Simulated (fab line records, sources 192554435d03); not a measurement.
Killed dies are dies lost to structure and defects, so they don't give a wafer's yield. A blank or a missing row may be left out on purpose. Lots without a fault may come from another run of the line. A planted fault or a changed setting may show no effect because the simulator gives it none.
fab line records | flow n5_finfet
record lots=7 wafers=21
route steps=1938 shown GATE_CUT@477 MOL_CONTACT_COAG@581 BEOL_M0_SAQP@643 BEOL_M0@720 BEOL_M1@754
start_h: hours from the record's first day to the start of the lot's first wafer shown | wait_h: hours since the lot's step before | " the same as in the row above | L1.1+2: a row that stands for several wafers | - no value, or no start given | * or withheld: withheld | < > ~ a bound
route shown NAME@n: a module of which the file shows steps, and the number in the route of the first | usual: mean/standard deviation of fault-free wafers | same: alike in all rows | chamber/n: place in a boat | sites: the reading at each site | _std_site: their standard deviation | _edge_site: outer sites' mean less inner sites' | radius_mm: how far each site lies from the wafer's centre | mask NAME#n: copy n | behind: the tool/chamber that last shaped the wafer | hold: why the lot was held/for how many hours/how that ended | device: the transistor (n, p or np) that didn't switch | end of line: the same wafers' tests at the end of the route | a step without rows: its recipe alone | killed: dies lost to structure and defects at the first sort, not the wafer's yield | map: a wafer's dies, x killed, . not, _ none there
set.NAME: the setting as run; set.NAME@STEP: as run at that earlier step | model.NAME: the simulator's own value behind a step, which no gauge read
lots whose settings were changed on purpose; a table a step, a row a wafer
## steps
# step N5_GATE_CUT_HM_DEP_46
# recipe material=SiO2 target_thk_a=1300 temp_c=400 precursor=TEOS/O2 pressure_torr=6.5 rf_w=900 teos_flow_sccm=161.4 gas=O2 flow_sccm=2650 time_s=26.6
# columns lot.wafer tool chamber start_h wait_h set.time_s model.SiO2_of_GATE_CUT_HM_DEP_46.thk_nm
L075.1 pecvd-02 2 88.87 0.0 26.6 129.6
L075.2 " 1 " " 24.36 116.8
L075.3 " 0 " " 26.6 128
L076.2 pecvd-02 2 96.40 0.0 26.6 129
L076.3 " 0 " " 26.6 128.6
L076.6 " 1 " " 23.51 115
L077.1 pecvd-04 1 102.05 0.0 26.6 125.8
L077.5 " 0 " " 29.6 143.6
L077.6 " 2 " " 26.6 130.4
L080.1 pecvd-04 2 122.64 0.0 26.6 125.8
L080.3 " 1 " " 26.6 126.4
L080.6 " 1 " " 26.6 127.2
L081.4 pecvd-01 0 126.38 0.1 24.13 122
L081.5 " 2 " " 26.6 132.2
L081.6 " 1 " " 24.13 120.8
L084.1 pecvd-01 1 145.64 0.0 26.6 130.6
L084.5 " 2 " " 24.15 121.4
L084.6 " 0 " " 26.6 135.2
L092.2 pecvd-02 2 192.28 0.0 26.6 128.6
L092.3 " 0 " " 24.96 122
L092.4 " 1 " " 24.96 123.4
# step N5_GATE_CUT_COAT_27
# recipe resist=underlayer temp_c=205 time_s=60 spin_rpm=1500 resist_thk_nm=10
# columns lot.wafer tool chamber start_h wait_h set.spin_rpm
L075.1 litho_track-04 0 - - 1445
L075.2+3 " 0 " " 1500
L076.2+3 litho_track-04 0 - - 1500
L076.6 " 0 " " 1445
L077.1+5+6 litho_track-01 0 - - 1500
L080.1+3+6 litho_track-05 0 - - 1500
L081.4+5+6 litho_track-04 0 - - 1500
L084.1+5 litho_track-04 0 - - 1450
L084.6 " 0 " " 1500
L092.2+3+4 litho_track-05 0 - - 1500
# step N5_GATE_CUT_DESCUM_18
# recipe chemistry=O2 time_s=7 source_power_w=50 bias_power_w=20 pressure_mtorr=20 rf_frequency_hz=2.712e+07 temp_c=40 resist=CAR-EUV o2_flow_sccm=225
# columns lot.wafer tool chamber start_h wait_h set.time_s model.CAR-EUV_of_GATE_CUT_COAT_07.thk_nm
L075.1 rie_diel-03 1 89.41 0.0 7 26.2
L075.2+3 " 2,0 " " 6.458 26.4
L076.2 rie_diel-04 2 97.01 0.2 7 26
L076.3+6 " 0,2 " " 7.755 25.6
L077.1+5 rie_diel-06 0,2 102.54 0.1 7 26
L077.6 " 3 " " 7.758 25.6
L080.1+3+6 rie_diel-06 2,3,0 123.64 0.6 7 26
L081.4+5 rie_diel-03 1,0 126.84 0.0 7 26
L081.6 " 3 " " 7 26.2
L084.1+5 rie_diel-04 3,1 146.10 0.0 7 26.2
L084.6 " 0 " " 8.364 25.4
L092.2+4 rie_diel-06 3,1 192.74 0.0 8.031 25.6
L092.3 " 2 " " 7 26
# step N5_GATE_CUT_ETCH_28
# recipe chemistry=N2/H2 target=underlayer target_depth_a=130 mask_material=CAR-EUV time_s=10.4 ion_energy_ev=200 pressure_mtorr=30 source_w=840 bias_w=150 n2_flow_sccm=200 h2_flow_sccm=200 ends=cleared
# columns lot.wafer tool chamber start_h wait_h set.spin_rpm@GATE_CUT_COAT_27 set.time_s@GATE_CUT_DESCUM_18 model.CAR-EUV_of_GATE_CUT_COAT_07.thk_nm model.etch.depth_nm
L075.1 rie_diel-03 1 89.44 0.0 1445 7 14.6 10.19
L075.2 " 2 " " 1500 6.458 15 9.987
L075.3 " 0 " " 1500 6.458 15 9.979
L076.2 rie_diel-04 2 97.04 0.0 1500 7 14.4 10.03
L076.3 " 0 " " 1500 7.755 14.2 10.03
L076.6 " 2 " " 1445 7.755 13.8 10.19
L077.1 rie_diel-06 0 102.58 0.0 1500 7 14.6 10.03
L077.5 " 2 " " 1500 7 14.6 10.01
L077.6 " 3 " " 1500 7.758 14.2 10.02
L080.1 rie_diel-06 2 123.68 0.0 1500 7 14.4 10.04
L080.3 " 3 " " 1500 7 14.6 10.04
L080.6 " 0 " " 1500 7 14.6 10.06
L081.4 rie_diel-03 1 126.87 0.0 1500 7 14.4 10.05
L081.5 " 0 " " 1500 7 14.4 10.06
L081.6 " 3 " " 1500 7 14.6 10.02
L084.1 rie_diel-04 3 146.13 0.0 1450 7 14.4 10.21
L084.5 " 1 " " 1450 7 14.4 10.19
L084.6 " 0 " " 1500 8.364 14 9.987
L092.2 rie_diel-06 3 192.78 0.0 1500 8.031 14.2 9.998
L092.3 " 2 " " 1500 7 14.6 10.03
L092.4 " 1 " " 1500 8.031 14 10.05
# step N5_GATE_CUT_ETCH_36
# recipe chemistry=CF4 target=SiARC target_depth_a=130 mask_material=CAR-EUV time_s=21.7 ion_energy_ev=80 pressure_mtorr=40 source_w=545 bias_w=36 Ar_flow_sccm=100 cf4_flow_sccm=100 ends=cleared
# step N5_GATE_CUT_ETCH_37
# recipe chemistry=N2/H2 target=SOC target_depth_a=600 overetch_a=120 mask_material=SiARC temp_c=40 time_s=90 ion_energy_ev=200 pressure_mtorr=30 source_w=840 bias_w=150 n2_flow_sccm=200 h2_flow_sccm=200
# step N5_GATE_CUT_STRIP_38
# recipe chemistry=N2/H2 temp_c=40 n2_flow_sccm=200 h2_flow_sccm=200 rf_frequency_hz=6e+07
# step N5_GATE_CUT_STRIP_39
# recipe chemistry=N2/H2 temp_c=40 n2_flow_sccm=200 h2_flow_sccm=200 rf_frequency_hz=6e+07
# step N5_GATE_CUT_HM_OPEN_40
# recipe chemistry=C4F6/O2 target=SiO2 mask_material=SiARC target_depth_a=1390 time_s=85.1 ion_energy_ev=250 pressure_mtorr=30 source_w=345 bias_w=185 Ar_flow_sccm=300 C4F6_flow_sccm=10 O2_flow_sccm=10 ends=cleared
# usual etch_rf_on_time_s=94.8/2.5
# columns lot.wafer tool chamber start_h wait_h set.time_s@GATE_CUT_HM_DEP_46 etch_rf_on_time_s model.etch.depth_nm model.SOC_of_GATE_CUT_COAT_34.thk_nm
L075.1 rie_diel-03 1 89.57 0.0 26.6 97.0 129.7 33.4
L075.2 " 2 " " 24.36 83.4 116.9 35
L075.3 " 0 " " 26.6 92.5 128 32.6
L076.2 rie_diel-04 2 97.17 0.0 26.6 91.0 129 32.8
L076.3 " 0 " " 26.6 95.2 128.6 33
L076.6 " 2 " " 23.51 81.6 115 36
L077.1 rie_diel-06 0 102.71 0.0 26.6 91.5 125.8 33.8
L077.5 " 2 " " 29.6 101.8 143.7 29.8
L077.6 " 3 " " 26.6 95.3 130.3 33.4
L080.1 rie_diel-06 2 123.81 0.0 26.6 89.4 125.8 33.2
L080.3 " 3 " " 26.6 92.9 126.4 33.8
L080.6 " 0 " " 26.6 93.9 127.2 33.2
L081.4 rie_diel-03 1 127.02 0.0 24.13 92.0 121.9 35.2
L081.5 " 0 " " 26.6 97.8 132.3 32
L081.6 " 3 " " 24.13 90.9 120.8 34.6
L084.1 rie_diel-04 3 146.26 0.0 26.6 95.7 130.6 32.8
L084.5 " 1 " " 24.15 89.9 121.4 35
L084.6 " 0 " " 26.6 99.7 135.2 32.2
L092.2 rie_diel-06 3 192.91 0.0 26.6 96.2 128.6 33.2
L092.3 " 2 " " 24.96 86.4 122 34
L092.4 " 1 " " 24.96 91.6 123.3 33.8
# step N5_GATE_CUT_STRIP_41
# recipe chemistry=CF4 resist=SiARC power_w=300 bias_power_w=75 pressure_mtorr=50 cf4_flow_sccm=150 rf_frequency_hz=6e+07
# step N5_GATE_CUT_STRIP_42
# recipe chemistry=O2 power_w=400 temp_c=40 pressure_mtorr=30 rf_frequency_hz=6e+07 bias_power_w=0 overash_fraction=0.3 o2_flow_sccm=225
# step N5_GATE_CUT_ETCH_19
# recipe chemistry=CH3F/O2 target=SiNx mask_material=SiO2 target_depth_a=537 time_s=76.7 pressure_mtorr=30 source_w=395 bias_w=73 Ar_flow_sccm=150 CH3F_flow_sccm=30 O2_flow_sccm=20 ion_energy_ev=120 ends=cleared
# columns lot.wafer tool chamber start_h wait_h set.time_s@GATE_CUT_HM_DEP_46 model.SiO2_of_GATE_CUT_HM_DEP_46.thk_nm
L075.1 rie_diel-03 1 89.69 0.0 26.6 125.2
L075.2 " 2 " " 24.36 112.4
L075.3 " 0 " " 26.6 123.4
L076.2 rie_diel-04 2 97.29 0.0 26.6 124.4
L076.3 " 0 " " 26.6 124
L076.6 " 2 " " 23.51 110.4
L077.1 rie_diel-06 0 102.83 0.0 26.6 121.2
L077.5 " 2 " " 29.6 139.2
L077.6 " 3 " " 26.6 125.8
L080.1 rie_diel-06 2 123.93 0.0 26.6 121.2
L080.3 " 3 " " 26.6 122
L080.6 " 0 " " 26.6 122.6
L081.4 rie_diel-03 1 127.15 0.0 24.13 117.4
L081.5 " 0 " " 26.6 127.8
L081.6 " 3 " " 24.13 116.4
L084.1 rie_diel-04 3 146.39 0.0 26.6 126.2
L084.5 " 1 " " 24.15 117
L084.6 " 0 " " 26.6 130.8
L092.2 rie_diel-06 3 193.03 0.0 26.6 124.2
L092.3 " 2 " " 24.96 117.6
L092.4 " 1 " " 24.96 119
# step N5_GATE_CUT_CUT_ETCH_54
# recipe chemistry=Cl2/BCl3 target=TiN mask_material=SiO2 target_depth_a=967 pressure_mtorr=10 icp_w=1000 bias_w=126 Cl2_flow_sccm=53.25 bcl3_flow_sccm=21.75 Ar_flow_sccm=25 ends=cleared
# usual etch_rf_on_time_s=36.9/0.79
# columns lot.wafer tool chamber start_h wait_h set.bias_w etch_rf_on_time_s
L075.1 rie_metal-02 1 89.86 0.0 126 36.2
L075.2 " 0 " " 126 36.5
L075.3 " 1 " " 114.9 37.5
L076.2 rie_metal-03 0 97.46 0.0 142.1 36.3
L076.3 " 0 " " 126 37.6
L076.6 " 0 " " 142.1 36.2
L077.1 rie_metal-02 0 103.00 0.0 105.5 39.7
L077.5 " 0 " " 126 37.3
L077.6 " 1 " " 105.5 39.4
L080.1 rie_metal-03 0 124.10 0.0 126 37.4
L080.3 " 1 " " 126 37.3
L080.6 " 1 " " 126 37.4
L081.4 rie_metal-03 1 127.30 0.0 126 37.5
L081.5 " 0 " " 126 37.6
L081.6 " 1 " " 108.1 39.6
L084.1 rie_metal-01 1 146.55 0.0 126 36.6
L084.5 " 1 " " 126 36.5
L084.6 " 0 " " 126 37.1
L092.2 rie_metal-03 0 193.20 0.0 126 38.3
L092.3 " 1 " " 146.5 36.2
L092.4 " 0 " " 146.5 35.7
# step N5_GATE_CUT_CUT_ETCH_55
# recipe chemistry=BCl3 target=HfO2 mask_material=SiO2 target_depth_a=32 ion_energy_ev=30 pressure_mtorr=5 icp_w=450 bias_w=18 bcl3_flow_sccm=80
# step N5_GATE_CUT_ETCH_47
# recipe chemistry=Cl2/BCl3 target=SiO2 target_depth_a=100 pressure_mtorr=10 icp_w=1000 bias_w=126 Cl2_flow_sccm=53.25 bcl3_flow_sccm=21.75 Ar_flow_sccm=25
# step N5_GATE_CUT_ALD_22
# recipe material=SiNx target_thk_a=160 temp_c=400 ald_precursor_family=SiH2I2 ald_co_reactant=N2/H2-plasma pulse_time_s=1 ald_cycles=320 purge_time_s=2 co_reactant_purge_time_s=2 pressure_torr=2
# step N5_GATE_CUT_CMP_23
# recipe stop_on=SiO2 t_overpolish_s=23.4 post_cmp_clean=alkaline_brush down_force_psi=2.5 platen_rpm=51.8 pad_velocity_m_s=1.0307 target_thk_nm=16
# step N5_GATE_CUT_THK_MEAS_24
# recipe reads=SiO2_of_GATE_CUT_HM_DEP_46+SiO2_flowable_of_ILD0_FCVD_FILL_01
# usual GC_FILL_THK=219.6/2.1
# columns lot.wafer tool chamber start_h wait_h set.time_s@GATE_CUT_HM_DEP_46 GC_FILL_THK[nm]
L075.1 film_metro-02 - 92.33 - 26.6 219.4
L075.2 " - " " 24.36 206.2
L075.3 " - " " 26.6 217.0
L076.2 film_metro-01 - 99.77 - 26.6 219.2
L076.3 " - " " 26.6 218.5
L076.6 " - " " 23.51 205.4
L077.1 film_metro-02 - 105.26 - 26.6 215.8
L077.5 " - " " 29.6 234.3
L077.6 " - " " 26.6 221.1
L080.1 film_metro-02 - 126.27 - 26.6 215.3
L080.3 " - " " 26.6 216.4
L080.6 " - " " 26.6 216.8
L081.4 film_metro-02 - 129.45 - 24.13 210.1
L081.5 " - " " 26.6 219.8
L081.6 " - " " 24.13 210.2
L084.1 film_metro-01 - 148.76 - 26.6 220.8
L084.5 " - " " 24.15 211.0
L084.6 " - " " 26.6 226.7
L092.2 film_metro-02 - 195.36 - 26.6 219.6
L092.3 " - " " 24.96 211.2
L092.4 " - " " 24.96 213.6
# step N5_GATE_CUT_CMP_43
# recipe material=SiO2 post_cmp_clean=rinse_only
# columns lot.wafer tool chamber start_h wait_h set.time_s@GATE_CUT_HM_DEP_46 model.SiO2_of_GATE_CUT_HM_DEP_46.thk_nm
L075.2 cmp-02 0 92.36 0.0 24.36 4.4
L075.3+1 " 1,3 " " 26.6 5
L076.3+2 cmp-02 1,2 99.82 0.1 26.6 5
L076.6 " 1 " " 23.51 4.2
L077.1 cmp-02 0 105.29 0.0 26.6 4.8
L077.6 " 0 " " 26.6 5
L077.5 " 1 " " 29.6 5.6
L080.3+1+6 cmp-04 2,0,1 126.38 0.1 26.6 4.8
L081.4+6 cmp-02 2,0 129.64 0.2 24.13 4.6
L081.5 " 1 " " 26.6 5.2
L084.1 cmp-01 1 149.03 0.3 26.6 5
L084.5 " 2 " " 24.15 4.6
L084.6 " 3 " " 26.6 5.2
L092.2 cmp-04 2 195.39 0.0 26.6 5
L092.3+4 " 0,1 " " 24.96 4.6
# step N5_MOL_CONTACT_COAG_ETCH_91
# recipe chemistry=N2/H2 target=SOC target_depth_a=600 overetch_a=210 mask_material=SiARC temp_c=40 time_s=101.2 ion_energy_ev=200 pressure_mtorr=30 source_w=840 bias_w=150 n2_flow_sccm=200 h2_flow_sccm=200
# columns lot.wafer tool chamber start_h wait_h set.time_s model.SiARC_of_MOL_CONTACT_COAG_COAT_76.thk_nm
L075.1 rie_diel-02 2 103.57 0.0 101.2 5.6
L075.2 " 0 " " 101.2 5.8
L075.3 " 3 " " 120.5 5
L076.2 rie_diel-02 2 112.86 0.0 101.2 5.6
L076.3 " 0 " " 101.2 5.8
L076.6 " 2 " " 90.27 6.2
L077.1 rie_diel-05 1 117.39 0.0 101.2 5.8
L077.5 " 3 " " 109.6 5.4
L077.6 " 2 " " 109.6 5.6
L080.1+3+6 rie_diel-02 0,1,2 141.00 0.0 101.2 5.8
L081.4+5 rie_diel-02 0,2 143.22 0.0 90.14 6.2
L081.6 " 1 " " 101.2 5.8
L084.1 rie_diel-01 2 160.03 0.0 101.2 6
L084.5 " 1 " " 84.48 6.4
L084.6 " 0 " " 84.48 6.6
L092.2 rie_diel-02 2 207.33 0.0 101.2 5.6
L092.3+4 " 3,0 " " 101.2 5.8
# step N5_BEOL_M0_SAQP_COAT_08
# recipe resist=CAR-ArF spin_rpm=1500 resist_thk_nm=90
# columns lot.wafer tool chamber start_h wait_h set.spin_rpm model.CAR-ArF_of_BEOL_M0_SAQP_COAT_08.thk_nm
L075.1 litho_track-05 0 - - 1500 90.2
L075.2 " 0 " " 1500 90.6
L075.3 " 0 " " 1500 90.4
L076.2 litho_track-03 0 - - 1364 94.4
L076.3 " 0 " " 1500 90
L076.6 " 0 " " 1500 90.2
L077.1 litho_track-05 0 - - 1500 89.8
L077.5 " 0 " " 1500 90
L077.6 " 0 " " 1599 87.4
L080.1 litho_track-04 0 - - 1500 89.8
L080.3+6 " 0 " " 1500 90
L081.4 litho_track-04 0 - - 1500 90.2
L081.5 " 0 " " 1342 95
L081.6 " 0 " " 1342 95.4
L084.1+6 litho_track-04 0 - - 1622 87
L084.5 " 0 " " 1500 90.4
L092.2 litho_track-04 0 - - 1658 86.2
L092.3 " 0 " " 1500 90.4
L092.4 " 0 " " 1658 86
# step N5_BEOL_M0_ETCH_128
# recipe chemistry=CF4/N2 target_depth_a=120 overetch_a=51 target=SiCN time_s=21.4 ion_energy_ev=150 pressure_mtorr=40 source_w=430 bias_w=70 Ar_flow_sccm=100 cf4_flow_sccm=60 n2_flow_sccm=60
# usual rf_vpp_V=382.7/2.1
# columns lot.wafer tool chamber start_h wait_h set.source_w rf_vpp_V
L075.1 rie_diel-02 2 121.70 0.0 383.7 397.5
L075.2 " 1 " " 383.7 401.7
L075.3 " 3 " " 430 384.3
L076.2 rie_diel-01 0 127.55 0.4 430 381.9
L076.3 " 1 " " 368.1 405.1
L076.6 " 2 " " 368.1 401.1
L077.1 rie_diel-02 3 135.96 0.0 430 386.4
L077.5 " 1 " " 430 385.6
L077.6 " 0 " " 398.8 393.8
L080.1 rie_diel-02 2 158.55 0.5 430 383.6
L080.3 " 1 " " 430 386.7
L080.6 " 2 " " 430 382.3
L081.4 rie_diel-05 0 158.92 0.0 382.7 398.2
L081.5 " 3 " " 382.7 394.4
L081.6 " 0 " " 382.7 397.6
L084.1 rie_diel-05 3 178.53 0.1 500.3 360.7
L084.5 " 3 " " 430 379.2
L084.6 " 0 " " 500.3 364.5
L092.2 rie_diel-05 3 224.08 0.0 430 380.1
L092.3 " 1 " " 390.3 393.7
L092.4 " 3 " " 430 380.5
# step N5_BEOL_M0_ETCH_109
# recipe chemistry=CH3F/O2 target_depth_a=80 overetch_a=24 target=SiCN time_s=27.4 ion_energy_ev=120 pressure_mtorr=30 source_w=395 bias_w=75 Ar_flow_sccm=150 CH3F_flow_sccm=30 O2_flow_sccm=20
# usual rf_vpp_V=297.7/1.7
# columns lot.wafer tool chamber start_h wait_h set.bias_w rf_vpp_V
L075.1 rie_diel-02 1 122.01 0.1 66.27 276.5
L075.2 " 2 " " 75 299.3
L075.3 " 0 " " 75 297.8
L076.2 rie_diel-01 1 128.03 0.3 75 299.4
L076.3 " 2 " " 75 295.7
L076.6 " 1 " " 75 298.5
L077.1 rie_diel-05 0 136.29 0.1 75 298.4
L077.5 " 1 " " 75 297.4
L077.6 " 0 " " 75 297.5
L080.1 rie_diel-05 2 158.81 0.0 75 300.0
L080.3 " 3 " " 75 296.7
L080.6 " 3 " " 75 295.1
L081.4 rie_diel-05 3 159.28 0.1 64.16 266.4
L081.5 " 2 " " 64.16 271.2
L081.6 " 3 " " 75 294.3
L084.1 rie_diel-02 2 179.32 0.5 62.7 265.5
L084.5 " 0 " " 62.7 265.9
L084.6 " 3 " " 75 298.5
L092.2 rie_diel-01 2 224.50 0.2 75 296.6
L092.3 " 0 " " 69.62 283.1
L092.4 " 1 " " 75 297.4
# step N5_BEOL_M1_HM_DEP_02
# recipe material=TiN target_thk_a=200 temp_c=25 chamber_pressure_pa=0.49996
# columns lot.wafer tool chamber start_h wait_h set.target_thk_a model.TiN_of_BEOL_M1_HM_DEP_02.thk_nm
L075.1+3 pvd_sputter-03 - 127.41 1.5 200 20
L075.2 " - " " 200 20.4
L076.2 pvd_sputter-01 - 136.03 3.5 200 20
L076.3 " - " " 183.6 18.2
L076.6 " - " " 200 19.8
L077.1+5+6 pvd_sputter-02 - 139.73 0.3 200 20.4
L080.1+3 pvd_sputter-03 - 162.43 0.7 200 19.6
L080.6 " - " " 200 19.8
L081.4+6 pvd_sputter-03 - 165.70 1.7 200 20
L081.5 " - " " 215.5 21.6
L084.1 pvd_sputter-02 - 185.21 1.5 189.1 18.8
L084.5+6 " - " " 200 19.8
L092.2+4 pvd_sputter-01 - 228.96 1.6 200 20.2
L092.3 " - " " 200 19.8
## key
split step=N5_GATE_CUT_HM_DEP_46 setting=time_s stated=26.6 by=wafer
response step=N5_GATE_CUT_HM_DEP_46 reading=model.SiO2_of_GATE_CUT_HM_DEP_46.thk_nm change=+1.25 per=1% r=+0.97
response step=N5_GATE_CUT_HM_OPEN_40 reading=etch_rf_on_time_s change=* per=1% r=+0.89
response step=N5_GATE_CUT_HM_OPEN_40 reading=model.etch.depth_nm change=+1.26 per=1% r=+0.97
response step=N5_GATE_CUT_HM_OPEN_40 reading=model.SOC_of_GATE_CUT_COAT_34.thk_nm change=-0.277 per=1% r=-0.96
response step=N5_GATE_CUT_ETCH_19 reading=model.SiO2_of_GATE_CUT_HM_DEP_46.thk_nm change=+1.26 per=1% r=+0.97
response step=N5_GATE_CUT_THK_MEAS_24 reading=GC_FILL_THK change=+1.27 per=1% r=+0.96
response step=N5_GATE_CUT_CMP_43 reading=model.SiO2_of_GATE_CUT_HM_DEP_46.thk_nm change=+0.0643 per=1% r=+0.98
split step=N5_GATE_CUT_COAT_27 setting=spin_rpm stated=1500 by=wafer
response step=N5_GATE_CUT_ETCH_28 reading=model.etch.depth_nm change=-0.0545 per=1% r=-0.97
split step=N5_GATE_CUT_DESCUM_18 setting=time_s stated=7 by=wafer
response step=N5_GATE_CUT_DESCUM_18 reading=model.CAR-EUV_of_GATE_CUT_COAT_07.thk_nm change=-0.0356 per=1% r=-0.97
response step=N5_GATE_CUT_ETCH_28 reading=model.CAR-EUV_of_GATE_CUT_COAT_07.thk_nm change=-0.0302 per=1% r=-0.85
split step=N5_GATE_CUT_CUT_ETCH_54 setting=bias_w stated=126 by=wafer
response step=N5_GATE_CUT_CUT_ETCH_54 reading=etch_rf_on_time_s change=* per=1% r=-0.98
split step=N5_MOL_CONTACT_COAG_ETCH_91 setting=time_s stated=101.2 by=wafer
response step=N5_MOL_CONTACT_COAG_ETCH_91 reading=model.SiARC_of_MOL_CONTACT_COAG_COAT_76.thk_nm change=-0.036 per=1% r=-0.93
split step=N5_BEOL_M0_SAQP_COAT_08 setting=spin_rpm stated=1500 by=wafer
response step=N5_BEOL_M0_SAQP_COAT_08 reading=model.CAR-ArF_of_BEOL_M0_SAQP_COAT_08.thk_nm change=-0.438 per=1% r=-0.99
split step=N5_BEOL_M0_ETCH_128 setting=source_w stated=430 by=wafer
response step=N5_BEOL_M0_ETCH_128 reading=rf_vpp_V change=-1.27 per=1% r=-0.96
split step=N5_BEOL_M0_ETCH_109 setting=bias_w stated=75 by=wafer
response step=N5_BEOL_M0_ETCH_109 reading=rf_vpp_V change=+1.9 per=1% r=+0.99
split step=N5_BEOL_M1_HM_DEP_02 setting=target_thk_a stated=200 by=wafer
response step=N5_BEOL_M1_HM_DEP_02 reading=model.TiN_of_BEOL_M1_HM_DEP_02.thk_nm change=+0.202 per=1% r=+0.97
